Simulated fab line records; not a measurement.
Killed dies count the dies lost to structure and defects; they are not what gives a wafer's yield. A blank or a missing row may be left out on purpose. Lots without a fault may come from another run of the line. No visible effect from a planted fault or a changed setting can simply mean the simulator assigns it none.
Struck lot and sound lot, side by side | flow nandHarc | 14 out of 1302 route steps
Sound: wafers L775.1, L775.2, L775.3. The struck wafers were L795.1, L795.3, L795.6. Last of all comes the cause.
For every step that has rows: the tool of each side, followed by ch and its chambers, followed by its first start. Under that, the readings that differ: sound wafers | struck wafers | difference of the means | sigmas: that difference in standard deviations of wafers without a fault.
alike: same words and numbers on both sides, and readings whose means sit less than 2 such deviations apart. not compared: any withheld reading, any reading some wafer has no value for, any bound like >300 that may hide the same value, and any number with overlapping values for which the record gives no deviation.
Wherever a step has rows on one side only, a row that says differs or no value, or a row with sigmas, the two part there. When numbers do not overlap yet have no deviation, they are printed without sigmas and do not part them. A reading missing from all wafers of one side parts the sides only when that side holds two or more wafers.

NHARC_A_SOURCE_PLATE_THK_MEAS_09: measures by ellipsometry.
  struck on filmMetro-01, day 15 11:00; sound on filmMetro-01, day 6 21:15
  alike: thkNm
then, 3 steps without rows for these wafers: NHARC_A_SOURCE_PLATE_PVD_04 (deposits WSi2, target thk 50 nm); NHARC_A_SOURCE_PLATE_CVD_03 (deposits poly-Si, target thk 200 nm, time 4000 s); NHARC_A_SOURCE_PLATE_ANNEAL_05 (time 1800 s).
NHARC_A_SOURCE_PLATE_THK_MEAS_06: measures by ellipsometry.
  struck on filmMetro-01, day 15 22:14; sound on filmMetro-01, day 7 10:13
  alike: thkNm
NHARC_A_SOURCE_PLATE_INSPECT_08:
  struck on defectInspect-01, day 15 22:18; sound on defectInspect-02, day 7 10:18
  alike: rawDefectCount
after that, 1 step with no rows for these wafers: NHARC_A_ONON_D1_DEP_00 (target thk 1000 nm).
NHARC_A_ONON_D1_THK_MEAS_02: measures by ellipsometry.
  struck on filmMetro-02, day 15 22:52; sound on filmMetro-02, day 7 10:53
  alike: thkNm
after that, 1 step with no rows for these wafers: NHARC_A_ONON_D1_DEP_03 (target thk 1000 nm).
NHARC_A_ONON_D1_THK_MEAS_05: measures by ellipsometry.
  struck on filmMetro-01, day 15 23:28; sound on filmMetro-02, day 7 11:27
  alike: thkNm
NHARC_A_ONON_D1_DEP_06: target thk 1000 nm.
  sound on pecvdOnon-04 ch 0, day 7 11:31; struck on pecvdOnon-04 ch 0, day 15 23:31
NHARC_A_ONON_D1_THK_MEAS_08: measures by ellipsometry.
  struck on filmMetro-01, day 16 00:02; sound on filmMetro-02, day 7 12:01
reading    | sound          | struck         | difference | sigmas
thkNm (nm) | 1011 1010 1010 | 1820 1819 1818 | +809       | +62
after that, 1 step with no rows for these wafers: NHARC_A_ONON_D1_DEP_09 (target thk 1000 nm).
-- jump in the record: it breaks off in module A_ONON_D1 and resumes in module END (first step shown: number 1302 of the route), and 17 days separate the struck wafers' starts before and after --
NHARC_END_SORT_01:
  the record has rows for the struck wafers here (prober-02 ch 0, day 33 00:55) and none for the sound ones

## WHERE THEY PART
Earliest at NHARC_A_ONON_D1_THK_MEAS_08; latest, in this record, at NHARC_END_SORT_01.

WHY: the cause the simulator had injected
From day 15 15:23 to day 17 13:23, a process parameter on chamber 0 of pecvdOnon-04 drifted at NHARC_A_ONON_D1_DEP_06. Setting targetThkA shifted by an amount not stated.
